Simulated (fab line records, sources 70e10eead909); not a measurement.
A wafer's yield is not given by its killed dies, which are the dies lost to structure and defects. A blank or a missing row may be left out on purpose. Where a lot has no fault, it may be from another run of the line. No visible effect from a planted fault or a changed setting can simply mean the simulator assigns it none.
A single fault, viewed from 2 desks	flow nand-harc	what lay behind the numbers comes last; until then each desk has only its own

METROLOGY DESK
What the gauges read, lot by lot, whatever tool the lot ran on: means of the sampled wafers that have a number. If a lot's mean is further than 4 standard deviations from the usual mean, the lot is out of limits and carries the mark OUT (the distance appears in the brackets).
Columns: A = overlay-x-nm at NHARC_P_BONDPAD_OVL_MEAS_38, usual 2 nm; B = overlay-y-nm at NHARC_P_BONDPAD_OVL_MEAS_38, usual 0 nm
lot	first seen here	A	B
L190	day 6 18:14	1	-2
L189	day 6 19:06	-5	-1
L191	day 7 11:08	-4	5
L192	day 7 18:35	-2	-2
L198	day 10 04:53	-2	4
L205	day 13 05:26	5	-1
L207	day 13 22:52	-2	1
L208	day 14 08:37	2	6
L209	day 15 00:02	-3	11
L210	day 15 03:59	4	7
L211	day 15 18:46	-8	-4
L212	day 16 01:57	-1	0
Finding of this desk: none of the 12 lots has anything out of limits.

TOOL OWNER'S DESK, rie-diel-07
The tool's own readings at NHARC_P_BONDPAD_DESCUM_11 (chemistry O2, time 3 s): means of the sampled wafers that have a number, for each lot that ran on this tool. If a lot's mean is further than 4 standard deviations from the usual mean, the lot is out of limits and carries the mark OUT (the distance appears in the brackets).
Columns: A = drypump-motor-current-A at NHARC_P_BONDPAD_DESCUM_11, usual 5.9 A; B = oes-product-au at NHARC_P_BONDPAD_DESCUM_11, usual 1.003 a.u.; C = rf-vpp-V at NHARC_P_BONDPAD_DESCUM_11, usual 57.7 V; D = run-length-s at NHARC_P_BONDPAD_DESCUM_11, usual 23.98 s; E = showerhead-plenum-p-Torr at NHARC_P_BONDPAD_DESCUM_11, usual 1.89 Torr; F = throttle-valve-pct at NHARC_P_BONDPAD_DESCUM_11, usual 11.311 %
lot	first seen here	A	B	C	D	E	F
L189	day 6 19:13	5.2	1.001	58.0	24.03	1.88	11.310
L191	day 7 11:16	5.6	1.008	57.5	24.12	1.87	11.305
L198	day 10 05:00	5.6	1.005	57.8	25.10 (+4.1) OUT	1.79	11.300
L208	day 14 08:46	5.7	1.007	58.3	24.22	1.96	11.307
L209	day 15 00:10	6.0	1.006	57.4	24.25	1.86	11.313
L212	day 16 02:04	5.6	1.011	58.3	23.91	1.87	11.317
This desk's finding: out of limits on L198; first on L198, day 10 05:00 (run-length-s at NHARC_P_BONDPAD_DESCUM_11). Within limits: L189, L191, L208, L209, L212.

ALL TOGETHER
On L198, at day 10 05:00, an alarm was possible from the tool owner's desk.
From the metrology desk's view, nothing was out of limits.
The metrology desk holds a record of L198, inside its limits.
Every lot named ran NHARC_P_BONDPAD_DESCUM_11 on rie-diel-07.

WHAT WAS PUT IN BY THE SIMULATOR
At NHARC_P_BONDPAD_DESCUM_11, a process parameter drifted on rie-diel-07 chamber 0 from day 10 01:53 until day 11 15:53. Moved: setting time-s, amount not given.
Shown lots that were struck: L198.
How many hours passed from the start of the fault until each desk's first out-of-limits reading: the tool owner's desk, 3.
